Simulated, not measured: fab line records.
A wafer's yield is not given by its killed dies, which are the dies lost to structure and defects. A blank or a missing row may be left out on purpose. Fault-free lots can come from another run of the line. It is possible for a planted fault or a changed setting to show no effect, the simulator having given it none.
The tool behind it: which one?    flow nand-harc    72 wafers from 24 lots sampled at 6 of the route's 1302 steps

## WHAT THE GAUGES READ, wafer by wafer
The record lacks any reading of a measuring or inspecting step that a usual standard deviation could be used to judge.

## TOOL THAT RAN EACH LOT (tool first, then ch and the chambers of the sampled wafers, then the start)
lot   NHARC_A_STAIRCASE_STRIP_171           NHARC_A_STAIRCASE_ETCH_13                      NHARC_A_STAIRCASE_ETCH_17                      NHARC_A_STAIRCASE_STRIP_175           NHARC_A_STAIRCASE_ETCH_203      NHARC_A_STAIRCASE_ETCH_221
L075  plasma-asher-01 ch 0,1, day 15 17:47  rie-diel-12 ch 0,1, day 15 21:32 or earlier    rie-diel-12 ch 0,2,3, day 15 21:32 or earlier  plasma-asher-01 ch 0,1, day 15 21:32  rie-diel-03 ch 1,2, no start    rie-diel-05 ch 2,3, no start
L074  plasma-asher-02 ch 0, day 15 17:50    rie-diel-05 ch 0,2,3, day 15 21:43 or earlier  rie-diel-05 ch 0,1,3, day 15 21:43 or earlier  plasma-asher-02 ch 0, day 15 21:43    rie-diel-03 ch 0,1, no start    rie-diel-12 ch 0,1, no start
L076  plasma-asher-01 ch 0,1, day 16 17:43  rie-diel-12 ch 1,2,3, day 16 21:25 or earlier  rie-diel-12 ch 2,3, day 16 21:25 or earlier    plasma-asher-01 ch 0,1, day 16 21:25  rie-diel-03 ch 0,2,3, no start  rie-diel-05 ch 1,2,3, no start
L077  plasma-asher-01 ch 0,1, day 17 01:37  rie-diel-03 ch 1,3, day 17 05:18 or earlier    rie-diel-03 ch 0,2, day 17 05:18 or earlier    plasma-asher-02 ch 0,1, day 17 05:18  rie-diel-03 ch 2,3, no start    rie-diel-03 ch 1,3, no start
L078  plasma-asher-02 ch 0,1, day 17 10:47  rie-diel-03 ch 0,1, day 17 14:39 or earlier    rie-diel-03 ch 0,3, day 17 14:39 or earlier    plasma-asher-01 ch 0,1, day 17 14:39  rie-diel-05 ch 0,2, no start    rie-diel-12 ch 0,1,2, no start
L081  plasma-asher-01 ch 0,1, day 17 21:28  rie-diel-03 ch 1,2, day 18 02:21 or earlier    rie-diel-03 ch 0,2, day 18 02:21 or earlier    plasma-asher-02 ch 0,1, day 18 02:21  rie-diel-03 ch 1,3, no start    rie-diel-03 ch 0,2, no start
L079  plasma-asher-02 ch 0,1, day 17 21:29  rie-diel-12 ch 0,1,2, day 18 01:19 or earlier  rie-diel-12 ch 1,2,3, day 18 01:19 or earlier  plasma-asher-02 ch 0,1, day 18 01:19  rie-diel-03 ch 0,2,3, no start  rie-diel-05 ch 0,2, no start
L080  plasma-asher-02 ch 0,1, day 18 00:17  rie-diel-12 ch 0,2, day 18 04:40 or earlier    rie-diel-12 ch 0,2, day 18 04:40 or earlier    plasma-asher-01 ch 0,1, day 18 04:40  rie-diel-12 ch 0,1, no start    rie-diel-12 ch 0,1,2, no start
L082  plasma-asher-01 ch 0,1, day 19 00:19  rie-diel-05 ch 1,3, day 19 04:01 or earlier    rie-diel-05 ch 1,2,3, day 19 04:01 or earlier  plasma-asher-01 ch 1, day 19 04:01    rie-diel-12 ch 1,2, no start    rie-diel-05 ch 1,2,3, no start
L083  plasma-asher-01 ch 0,1, day 19 21:18  rie-diel-05 ch 0,1,2, day 20 01:32 or earlier  rie-diel-05 ch 0,1,2, day 20 01:32 or earlier  plasma-asher-01 ch 0,1, day 20 01:32  rie-diel-12 ch 0,1,2, no start  rie-diel-05 ch 0,1,3, no start
L085  plasma-asher-02 ch 0,1, day 20 00:22  rie-diel-05 ch 1,2,3, day 20 07:05 or earlier  rie-diel-05 ch 1,3, day 20 07:05 or earlier    plasma-asher-02 ch 0,1, day 20 07:05  rie-diel-12 ch 0,2,3, no start  rie-diel-05 ch 0,1,3, no start
L084  plasma-asher-02 ch 0,1, day 20 00:42  rie-diel-05 ch 2,3, day 20 07:25 or earlier    rie-diel-12 ch 0,1, day 20 07:25 or earlier    plasma-asher-02 ch 0,1, day 20 07:25  rie-diel-05 ch 0,1,3, no start  rie-diel-05 ch 0,1, no start
L086  plasma-asher-02 ch 0,1, day 20 10:14  rie-diel-05 ch 1,3, day 20 14:04 or earlier    rie-diel-05 ch 0,1,3, day 20 14:04 or earlier  plasma-asher-01 ch 0,1, day 20 14:04  rie-diel-03 ch 0,2,3, no start  rie-diel-05 ch 0,1, no start
L088  plasma-asher-02 ch 0,1, day 21 19:07  rie-diel-12 ch 1,2,3, day 21 23:10 or earlier  rie-diel-12 ch 2,3, day 21 23:10 or earlier    plasma-asher-02 ch 0,1, day 21 23:10  rie-diel-12 ch 0,1,3, no start  rie-diel-03 ch 0,2, no start
L087  plasma-asher-01 ch 0,1, day 21 19:48  rie-diel-03 ch 0,3, day 22 00:12 or earlier    rie-diel-03 ch 2,3, day 22 00:12 or earlier    plasma-asher-01 ch 0,1, day 22 00:12  rie-diel-05 ch 1,2,3, no start  rie-diel-05 ch 1,2, no start
L090  plasma-asher-01 ch 0,1, day 22 06:05  rie-diel-03 ch 0,2,3, day 22 10:02 or earlier  rie-diel-03 ch 2,3, day 22 10:02 or earlier    plasma-asher-02 ch 0,1, day 22 10:02  rie-diel-05 ch 1,2, no start    rie-diel-12 ch 0,3, no start
L089  plasma-asher-02 ch 0,1, day 22 06:22  rie-diel-05 ch 0,1, day 22 10:40 or earlier    rie-diel-05 ch 0,1,2, day 22 10:40 or earlier  plasma-asher-01 ch 0,1, day 22 10:40  rie-diel-12 ch 0,1, no start    rie-diel-12 ch 0,2,3, no start
L091  plasma-asher-02 ch 0,1, day 22 18:40  rie-diel-05 ch 0,1,2, day 22 22:20 or earlier  rie-diel-05 ch 0,1,2, day 22 22:20 or earlier  plasma-asher-02 ch 0,1, day 22 22:20  rie-diel-03 ch 0,1,2, no start  rie-diel-12 ch 0,2,3, no start
L093  plasma-asher-02 ch 0,1, day 23 15:42  rie-diel-12 ch 0,2,3, day 23 20:50 or earlier  rie-diel-12 ch 1,2, day 23 20:50 or earlier    plasma-asher-02 ch 0,1, day 23 20:50  rie-diel-12 ch 0,3, no start    rie-diel-05 ch 0,1,3, no start
L092  plasma-asher-01 ch 0,1, day 23 15:51  rie-diel-03 ch 1,2, day 23 20:15 or earlier    rie-diel-03 ch 0,1, day 23 20:15 or earlier    plasma-asher-02 ch 0,1, day 23 20:15  rie-diel-03 ch 0,1,3, no start  rie-diel-03 ch 0,1,3, no start
L094  plasma-asher-01 ch 0,1, day 24 12:11  rie-diel-03 ch 0,1,3, day 24 16:00 or earlier  rie-diel-03 ch 0,1,3, day 24 16:00 or earlier  plasma-asher-02 ch 0,1, day 24 16:00  rie-diel-03 ch 2,3, no start    rie-diel-05 ch 0,3, no start
L095  plasma-asher-02 ch 0,1, day 24 12:29  rie-diel-03 ch 0,2,3, day 24 17:26 or earlier  rie-diel-03 ch 0,2,3, day 24 17:26 or earlier  plasma-asher-01 ch 0,1, day 24 17:26  rie-diel-05 ch 1,2,3, no start  rie-diel-05 ch 0,1,3, no start
L097  plasma-asher-01 ch 0,1, day 25 00:22  rie-diel-05 ch 0,2,3, day 25 04:28 or earlier  rie-diel-05 ch 0,2,3, day 25 04:28 or earlier  plasma-asher-01 ch 0,1, day 25 04:28  rie-diel-03 ch 0,1,2, no start  rie-diel-12 ch 0,1,2, no start
L096  plasma-asher-02 ch 0,1, day 25 00:40  rie-diel-05 ch 0,2,3, day 25 04:39 or earlier  rie-diel-05 ch 1,3, day 25 04:39 or earlier    plasma-asher-02 ch 0,1, day 25 04:39  rie-diel-12 ch 1,2, no start    rie-diel-12 ch 0,1,2, no start
- NHARC_A_STAIRCASE_STRIP_171: strips in O2.
- NHARC_A_STAIRCASE_ETCH_13: etches the open film in C4F8/O2, target depth 100 nm, time 40.5 s.
- NHARC_A_STAIRCASE_ETCH_17: etches the open film in C4F8/O2, target depth 100 nm, time 40.5 s.
- NHARC_A_STAIRCASE_STRIP_175: strips in O2.
- NHARC_A_STAIRCASE_ETCH_203: etches the open film in C4F8/O2, target depth 100 nm, time 40.5 s.
- NHARC_A_STAIRCASE_ETCH_221: etches the open film in C4F8/O2, target depth 100 nm, time 40.5 s.

## AS READ BY THE TOOLS THEMSELVES (means over the sampled wafers that have a number; for cases with no such wafer, the mark the record gives instead)
NHARC_A_STAIRCASE_STRIP_171. Usual: drypump-motor-current-A 5.71 A, standard deviation 0.18; heater-power-w 357 W, standard deviation 20.
lot   tool             drypump-motor-current-A (A)  heater-power-w (W)  flag
L075  plasma-asher-01  5.63                         342                 
L074  plasma-asher-02  5.55                         351                 
L076  plasma-asher-01  5.63                         344                 
L077  plasma-asher-01  5.70                         347                 
L078  plasma-asher-02  5.79                         375                 
L081  plasma-asher-01  5.71                         349                 
L079  plasma-asher-02  5.81                         373                 
L080  plasma-asher-02  5.67                         362                 
L082  plasma-asher-01  5.63                         342                 
L083  plasma-asher-01  5.69                         350                 
L085  plasma-asher-02  5.82                         373                 
L084  plasma-asher-02  5.81                         372                 
L086  plasma-asher-02  5.67                         362                 
L088  plasma-asher-02  5.65                         364                 
L087  plasma-asher-01  5.62                         340                 
L090  plasma-asher-01  5.61                         342                 
L089  plasma-asher-02  5.80                         375                 
L091  plasma-asher-02  5.82                         377                 
L093  plasma-asher-02  5.69                         361                 
L092  plasma-asher-01  5.70                         341                 
L094  plasma-asher-01  5.60                         348                 
L095  plasma-asher-02  5.67                         362                 
L097  plasma-asher-01  5.70                         343                 
L096  plasma-asher-02  5.69                         358                 

NHARC_A_STAIRCASE_ETCH_13. Usual: oes-product-au 0.946 a.u., standard deviation 0.013; rf-vpp-V 895 V, standard deviation 4.7.
lot   tool         oes-product-au (a.u.)  rf-vpp-V (V)  flag
L075  rie-diel-12  0.959                  894           
L074  rie-diel-05  0.935                  896           
L076  rie-diel-12  0.939                  894           
L077  rie-diel-03  0.958                  894           
L078  rie-diel-03  0.948                  899           
L081  rie-diel-03  0.946                  896           
L079  rie-diel-12  0.963                  894           
L080  rie-diel-12  0.943                  895           
L082  rie-diel-05  0.952                  896           
L083  rie-diel-05  0.935                  893           
L085  rie-diel-05  0.949                  894           
L084  rie-diel-05  0.943                  898           
L086  rie-diel-05  0.922                  895           
L088  rie-diel-12  0.958                  893           
L087  rie-diel-03  0.950                  901           
L090  rie-diel-03  0.944                  901           
L089  rie-diel-05  0.958                  892           
L091  rie-diel-05  0.946                  892           
L093  rie-diel-12  0.949                  892           
L092  rie-diel-03  0.934                  897           
L094  rie-diel-03  0.953                  901           
L095  rie-diel-03  0.937                  900           
L097  rie-diel-05  0.955                  896           
L096  rie-diel-05  0.936                  896           

NHARC_A_STAIRCASE_ETCH_17. Usual: oes-product-au 0.945 a.u., standard deviation 0.011; rf-vpp-V 895 V, standard deviation 4.8.
lot   tool         oes-product-au (a.u.)  rf-vpp-V (V)  flag
L075  rie-diel-12  0.939                  892           
L074  rie-diel-05  0.941                  895           
L076  rie-diel-12  0.945                  891           
L077  rie-diel-03  0.963                  898           
L078  rie-diel-03  0.950                  895           
L081  rie-diel-03  0.933                  898           
L079  rie-diel-12  0.950                  895           
L080  rie-diel-12  0.953                  896           
L082  rie-diel-05  0.943                  894           
L083  rie-diel-05  0.936                  893           
L085  rie-diel-05  0.940                  892           
L084  rie-diel-12  0.960                  893           
L086  rie-diel-05  0.941                  894           
L088  rie-diel-12  0.943                  894           
L087  rie-diel-03  0.949                  903           
L090  rie-diel-03  0.948                  903           
L089  rie-diel-05  0.956                  892           
L091  rie-diel-05  0.953                  892           
L093  rie-diel-12  0.939                  895           
L092  rie-diel-03  0.940                  898           
L094  rie-diel-03  0.941                  900           
L095  rie-diel-03  0.940                  900           
L097  rie-diel-05  0.941                  896           
L096  rie-diel-05  0.923                  895           

NHARC_A_STAIRCASE_STRIP_175. Usual: drypump-motor-current-A 5.71 A, standard deviation 0.17; heater-power-w 355 W, standard deviation 20.
lot   tool             drypump-motor-current-A (A)  heater-power-w (W)  flag
L075  plasma-asher-01  5.64                         334                 
L074  plasma-asher-02  5.55                         346                 
L076  plasma-asher-01  5.70                         343                 
L077  plasma-asher-02  5.68                         359                 
L078  plasma-asher-01  5.70                         341                 
L081  plasma-asher-02  5.82                         373                 
L079  plasma-asher-02  5.69                         356                 
L080  plasma-asher-01  5.70                         347                 
L082  plasma-asher-01  5.59                         332                 
L083  plasma-asher-01  5.64                         340                 
L085  plasma-asher-02  5.82                         372                 
L084  plasma-asher-02  5.68                         359                 
L086  plasma-asher-01  5.62                         339                 
L088  plasma-asher-02  5.84                         368                 
L087  plasma-asher-01  5.62                         343                 
L090  plasma-asher-02  5.69                         356                 
L089  plasma-asher-01  5.71                         350                 
L091  plasma-asher-02  5.82                         371                 
L093  plasma-asher-02  5.80                         369                 
L092  plasma-asher-02  5.68                         362                 
L094  plasma-asher-02  5.81                         377                 
L095  plasma-asher-01  5.70                         343                 
L097  plasma-asher-01  5.63                         345                 
L096  plasma-asher-02  5.68                         358                 

NHARC_A_STAIRCASE_ETCH_203. Usual: oes-product-au 0.946 a.u., standard deviation 0.013; rf-vpp-V 895 V, standard deviation 5.
lot   tool         oes-product-au (a.u.)  rf-vpp-V (V)  flag
L075  rie-diel-03  0.966                  898           
L074  rie-diel-03  0.949                  899           
L076  rie-diel-03  0.953                  894           
L077  rie-diel-03  0.949                  892           
L078  rie-diel-05  0.942                  895           
L081  rie-diel-03  0.953                  893           
L079  rie-diel-03  0.935                  894           
L080  rie-diel-12  0.934                  895           
L082  rie-diel-12  0.939                  897           
L083  rie-diel-12  0.934                  894           
L085  rie-diel-12  0.953                  892           
L084  rie-diel-05  0.931                  894           
L086  rie-diel-03  0.954                  901           
L088  rie-diel-12  0.944                  892           
L087  rie-diel-05  0.930                  894           
L090  rie-diel-05  0.923                  890           
L089  rie-diel-12  0.949                  895           
L091  rie-diel-03  0.949                  898           
L093  rie-diel-12  0.960                  889           
L092  rie-diel-03  0.957                  901           
L094  rie-diel-03  0.946                  898           
L095  rie-diel-05  0.943                  893           
L097  rie-diel-03  0.953                  898           
L096  rie-diel-12  0.936                  896           

NHARC_A_STAIRCASE_ETCH_221. Usual: oes-product-au 0.937 a.u., standard deviation 0.015; rf-vpp-V 894 V, standard deviation 4.7.
lot   tool         oes-product-au (a.u.)  rf-vpp-V (V)  flag
L075  rie-diel-05  0.925                  897           
L074  rie-diel-12  0.961                  894           
L076  rie-diel-05  0.919                  894           
L077  rie-diel-03  0.935                  895           
L078  rie-diel-12  0.923                  895           
L081  rie-diel-03  0.951                  898           
L079  rie-diel-05  0.929                  895           
L080  rie-diel-12  0.930                  895           
L082  rie-diel-05  0.927                  894           
L083  rie-diel-05  0.924                  894           
L085  rie-diel-05  0.923                  894           
L084  rie-diel-05  0.931                  892           
L086  rie-diel-05  0.939                  889           
L088  rie-diel-03  0.950                  896           
L087  rie-diel-05  0.917                  893           
L090  rie-diel-12  0.952                  889           
L089  rie-diel-12  0.935                  892           
L091  rie-diel-12  0.949                  891           
L093  rie-diel-05  0.941                  894           
L092  rie-diel-03  0.953                  901           
L094  rie-diel-05  0.962                  894           
L095  rie-diel-05  0.952                  893           
L097  rie-diel-12  0.941                  894           
L096  rie-diel-12  0.940                  893           

## THE ANSWER, worked out from the rows above alone
Rule: a lot is off if the mean of its wafers that have a number lies more than 3 standard deviations from the usual mean. Also off: a lot with no number at a reading for which 4 or more lots have one. The other lots that the step has rows for count as sound. First the gauges in route order, then the tools' own readings, where a lot's mean is used as printed above. At the first step where some lot is off, the reading lying furthest off is the one used; lots without a number count as furthest.
No lot is off on any of the readings shown, so nothing can be concluded from this.

## WHAT HAD BEEN PUT IN BY THE SIMULATOR
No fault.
